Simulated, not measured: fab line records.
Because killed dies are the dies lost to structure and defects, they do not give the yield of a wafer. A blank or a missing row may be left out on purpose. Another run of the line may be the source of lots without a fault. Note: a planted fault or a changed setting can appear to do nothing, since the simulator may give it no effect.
Chamber matching | flow nand_harc | rie_si-02 running NHARC_A_ZERO_WELL_ETCH_13: 4 sister chambers
The step etches the open film in HBr/Cl2, target depth 120 nm, time 40.1 s. 16 wafers are shown with their chamber, then 8 later ones without.

== WAFERS PAIRED WITH THEIR CHAMBERS ==
wafer  | chamber | drypump_motor_current_A (A) | throttle_valve_pct (%) | oes_product_au (a.u.)
L074.2 | 0       | 6.4                         | 26.407                 | 1.008
L074.5 | 2       | 5.6                         | 26.394                 | 1.009
L074.6 | 1       | 5.8                         | 26.416                 | 1.006
L078.1 | 1       | 5.9                         | 26.413                 | 1.007
L078.5 | 3       | 5.2                         | 26.388                 | 1.016
L078.6 | 2       | 5.6                         | 26.421                 | 1.003
L083.1 | 3       | 5.2                         | 26.419                 | 1.002
L083.2 | 2       | 5.6                         | 26.401                 | 0.994
L083.5 | 1       | 5.9                         | 26.421                 | 0.994
L086.1 | 2       | 5.6                         | 26.402                 | 0.997
L086.3 | 0       | 6.4                         | 26.400                 | 1.001
L086.6 | 3       | 5.2                         | 26.419                 | 0.996
L088.1 | 3       | 5.2                         | 26.393                 | 1.017
L088.2 | 2       | 5.6                         | 26.403                 | 1.013
L088.4 | 0       | 6.4                         | 26.409                 | 1.011
L091.1 | 2       | 5.6                         | 26.387                 | 1.004

SIGNATURES, as means of the wafers listed above
reading                 | chamber 0 | chamber 1 | chamber 2 | chamber 3 | scatter within a chamber
drypump_motor_current_A | 6.400     | 5.867     | 5.600     | 5.200     | 0.0236
throttle_valve_pct      | 26.40533  | 26.41667  | 26.40133  | 26.40475  | 0.0114
oes_product_au          | 1.00667   | 1.00233   | 1.00333   | 1.00775   | 0.00783
Rule: for each reading, subtract the chamber's mean from the wafer's reading, divide by that reading's scatter and square the result; add these up over the readings and take the root, which gives the wafer's distance from the chamber. If the next closest chamber is less than 2 further off than the closest, the wafer can't be placed; otherwise it belongs to the closest. The scatter: the root of (the sum of the squares of (reading less its chamber's mean) over the shown wafers, divided by (wafers less chambers)).

== WAFERS WITH NO CHAMBER GIVEN ==
wafer  | drypump_motor_current_A (A) | throttle_valve_pct (%) | oes_product_au (a.u.)
L091.5 | 6.4                         | 26.401                 | 0.998
L091.6 | 5.2                         | 26.399                 | 1.012
L093.1 | 6.4                         | 26.420                 | 1.013
L093.3 | 5.6                         | 26.411                 | 1.012
L093.4 | 5.9                         | 26.416                 | 0.994
L096.2 | 5.2                         | 26.407                 | 1.020
L096.4 | 5.6                         | 26.399                 | 1.024
L096.6 | 5.9                         | 26.392                 | 0.998

== THE CHAMBER EACH PASSED THROUGH ==
wafer  | from the rows above | in truth
L091.5 | 0                   | 0
L091.6 | 3                   | 3
L093.1 | 0                   | 0
L093.3 | 2                   | 2
L093.4 | 1                   | 1
L096.2 | 3                   | 3
L096.4 | 2                   | 2
L096.6 | 1                   | 1
8 of 8 placed correctly. Left unplaced by these rows: 0. Number placed wrongly: 0.
